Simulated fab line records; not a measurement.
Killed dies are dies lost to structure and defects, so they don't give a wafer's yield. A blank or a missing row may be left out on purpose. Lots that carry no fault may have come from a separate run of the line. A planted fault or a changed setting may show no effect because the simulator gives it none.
Split-lot study || flow n5 finfet || route with 1938 steps; 7 lots, 21 wafers read

ABOUT THE SPLIT
At N5_BEOL_M1_EXPOSE_08 (exposes mask M1), the setting dose mj was moved away from the recipe's 33 on 7 of the 21 wafers read, by -5.5% to +5.6%. This setting was run at the recipe's value on the other wafers.

FROM THE SPLIT TO THE READING: what the file shows between them, 17 steps
- N5_BEOL_M1_PEB_09: peb time 60 s
- N5_BEOL_M1_DEVELOP_10: develop time 30 s
- N5_BEOL_M1_CD_MEAS_11: target cd 17.05 nm
- N5_BEOL_M1_DESCUM_16: chemistry O2, time 7 s
- N5_BEOL_M1_ETCH_74: etches underlayer in N2/H2, target depth 6.5 nm, time 5.2 s
- N5_BEOL_M1_ETCH_63: etches SiARC in CF4, target depth 15.6 nm, time 26 s
- N5_BEOL_M1_ETCH_64: etches SOC in N2/H2, target depth 75 nm, overetch 15 nm, time 112.5 s
- N5_BEOL_M1_STRIP_65: strips in N2/H2
- N5_BEOL_M1_STRIP_75: strips in N2/H2
- N5_BEOL_M1_STRIP_66: strips in CF4
- N5_BEOL_M1_HM_OPEN_17: chemistry Cl2/BCl3, target TiN, target depth 20 nm, overetch 6 nm
- N5_BEOL_M1_STRIP_19: strips in O2
- N5_BEOL_M1_CD_MEAS_18: pitch 36 nm, target cd 18 nm
- N5_BEOL_M1_COAT_67: time 60 s, resist thk 60 nm
- N5_BEOL_M1_COAT_68: time 60 s, resist thk 12 nm
- N5_BEOL_M1_PRECLEAN_42: cleans in residue remover, time 60 s
- N5_BEOL_M1_SRD_43: time 30 s

THE READING
cd nm, in nm, at N5_BEOL_M1_CD_MEAS_35 (target cd 18 nm, target cd y 21 nm). On this fab line, fault-free wafers typically give 18.05 nm with a standard deviation of 0.29 nm.

{"wafer": "L074.3", "tool, chamber at the split": "euv scanner-01, 0", "dose mj as run": 33, "against the recipe": "recipe", "cd nm, nm": 17.90, "against lot-mates on the recipe": "-"}
{"wafer": "L074.5", "tool, chamber at the split": "euv scanner-01, 0", "dose mj as run": 33, "against the recipe": "recipe", "cd nm, nm": 18.31, "against lot-mates on the recipe": "-"}
{"wafer": "L074.6", "tool, chamber at the split": "euv scanner-01, 0", "dose mj as run": 33, "against the recipe": "recipe", "cd nm, nm": 18.06, "against lot-mates on the recipe": "-"}
{"wafer": "L076.1", "tool, chamber at the split": "euv scanner-02, 0", "dose mj as run": 33, "against the recipe": "recipe", "cd nm, nm": 18.07, "against lot-mates on the recipe": "-"}
{"wafer": "L076.4", "tool, chamber at the split": "euv scanner-02, 0", "dose mj as run": 32.07, "against the recipe": "-2.8%", "cd nm, nm": 17.39, "against lot-mates on the recipe": -0.68}
{"wafer": "L076.6", "tool, chamber at the split": "euv scanner-02, 0", "dose mj as run": 32.07, "against the recipe": "-2.8%", "cd nm, nm": 17.66, "against lot-mates on the recipe": -0.41}
{"wafer": "L079.1", "tool, chamber at the split": "euv scanner-02, 0", "dose mj as run": 33, "against the recipe": "recipe", "cd nm, nm": 18.21, "against lot-mates on the recipe": "-"}
{"wafer": "L079.2", "tool, chamber at the split": "euv scanner-02, 0", "dose mj as run": 33, "against the recipe": "recipe", "cd nm, nm": 18.01, "against lot-mates on the recipe": "-"}
{"wafer": "L079.6", "tool, chamber at the split": "euv scanner-02, 0", "dose mj as run": 33, "against the recipe": "recipe", "cd nm, nm": 17.90, "against lot-mates on the recipe": "-"}
{"wafer": "L082.4", "tool, chamber at the split": "euv scanner-01, 0", "dose mj as run": 33, "against the recipe": "recipe", "cd nm, nm": 17.76, "against lot-mates on the recipe": "-"}
{"wafer": "L082.5", "tool, chamber at the split": "euv scanner-01, 0", "dose mj as run": 33, "against the recipe": "recipe", "cd nm, nm": 17.82, "against lot-mates on the recipe": "-"}
{"wafer": "L082.6", "tool, chamber at the split": "euv scanner-01, 0", "dose mj as run": 32.04, "against the recipe": "-2.9%", "cd nm, nm": 16.75, "against lot-mates on the recipe": -1.04}
{"wafer": "L085.4", "tool, chamber at the split": "euv scanner-01, 0", "dose mj as run": 31.19, "against the recipe": "-5.5%", "cd nm, nm": 16.98, "against lot-mates on the recipe": -1.35}
{"wafer": "L085.5", "tool, chamber at the split": "euv scanner-01, 0", "dose mj as run": 33, "against the recipe": "recipe", "cd nm, nm": 18.33, "against lot-mates on the recipe": "-"}
{"wafer": "L085.6", "tool, chamber at the split": "euv scanner-01, 0", "dose mj as run": 31.19, "against the recipe": "-5.5%", "cd nm, nm": 17.26, "against lot-mates on the recipe": -1.07}
{"wafer": "L087.1", "tool, chamber at the split": "euv scanner-02, 0", "dose mj as run": 34.85, "against the recipe": "+5.6%", "cd nm, nm": 19.03, "against lot-mates on the recipe": "+1.03"}
{"wafer": "L087.2", "tool, chamber at the split": "euv scanner-02, 0", "dose mj as run": 34.85, "against the recipe": "+5.6%", "cd nm, nm": 19.16, "against lot-mates on the recipe": "+1.16"}
{"wafer": "L087.4", "tool, chamber at the split": "euv scanner-02, 0", "dose mj as run": 33, "against the recipe": "recipe", "cd nm, nm": 18.00, "against lot-mates on the recipe": "-"}
{"wafer": "L090.2", "tool, chamber at the split": "euv scanner-02, 0", "dose mj as run": 33, "against the recipe": "recipe", "cd nm, nm": 18.15, "against lot-mates on the recipe": "-"}
{"wafer": "L090.5", "tool, chamber at the split": "euv scanner-02, 0", "dose mj as run": 33, "against the recipe": "recipe", "cd nm, nm": 18.05, "against lot-mates on the recipe": "-"}
{"wafer": "L090.6", "tool, chamber at the split": "euv scanner-02, 0", "dose mj as run": 33, "against the recipe": "recipe", "cd nm, nm": 18.11, "against lot-mates on the recipe": "-"}

FIT RESULTS
A straight line over all 21 wafers: cd nm changes by +0.193 nm for each +1% of dose mj; r = +0.92; the points scatter about the line by 0.23 nm.
The same after taking each lot's own level away (the mean of its wafers on the recipe; 21 wafers): +0.213 nm for each +1%; r = +0.97; scatter 0.15 nm.
The reading moves by 1.2 nm for the largest change in dose mj, on that fit.
Across the lots, their own levels run from 17.790 to 18.330 nm, a range of 1.9 times the standard deviation given above.
So the lot-to-lot level changes the slope little: the two slopes agree.
Check: for one of the wafers moved furthest among these (+5.6%), held out of the fit, the line's prediction against its lot-mates is +1.22 nm. Against them it came out at +1.03 nm.

THE WHOLE CHAIN: every reading that the file lists as answering this split, in the file's order
{"step": "N5_BEOL_M1_CD_MEAS_11", "what it does": "target cd 17.05 nm", "reading": "cd nm", "change (the file's fit)": "+0.246 nm for each +1% of the setting", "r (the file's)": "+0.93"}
{"step": "N5_BEOL_M1_ETCH_74", "what it does": "etches underlayer in N2/H2, target depth 6.5 nm, time 5.2 s", "reading": "BEOL_M1.cd offset nm (the simulator's own value, which no gauge read)", "change (the file's fit)": "+0.215 nm for each +1% of the setting", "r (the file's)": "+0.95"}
{"step": "N5_BEOL_M1_ETCH_64", "what it does": "etches SOC in N2/H2, target depth 75 nm, overetch 15 nm, time 112.5 s", "reading": "BEOL_M1.cd offset nm (the simulator's own value, which no gauge read)", "change (the file's fit)": "+0.225 nm for each +1% of the setting", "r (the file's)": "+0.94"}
{"step": "N5_BEOL_M1_HM_OPEN_17", "what it does": "chemistry Cl2/BCl3, target TiN, target depth 20 nm, overetch 6 nm", "reading": "BEOL_M1.cd offset nm (the simulator's own value, which no gauge read)", "change (the file's fit)": "+0.236 nm for each +1% of the setting", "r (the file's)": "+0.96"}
{"step": "N5_BEOL_M1_CD_MEAS_18", "what it does": "pitch 36 nm, target cd 18 nm", "reading": "cd nm", "change (the file's fit)": "+0.258 nm for each +1% of the setting", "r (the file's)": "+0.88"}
{"step": "N5_BEOL_M1_CD_MEAS_35", "what it does": "target cd 18 nm, target cd y 21 nm", "reading": "cd nm", "change (the file's fit)": "+0.223 nm for each +1% of the setting", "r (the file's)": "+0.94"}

THE FILE'S OWN FIT
cd nm changes by +0.223 nm for each +1% of dose mj, r = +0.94.
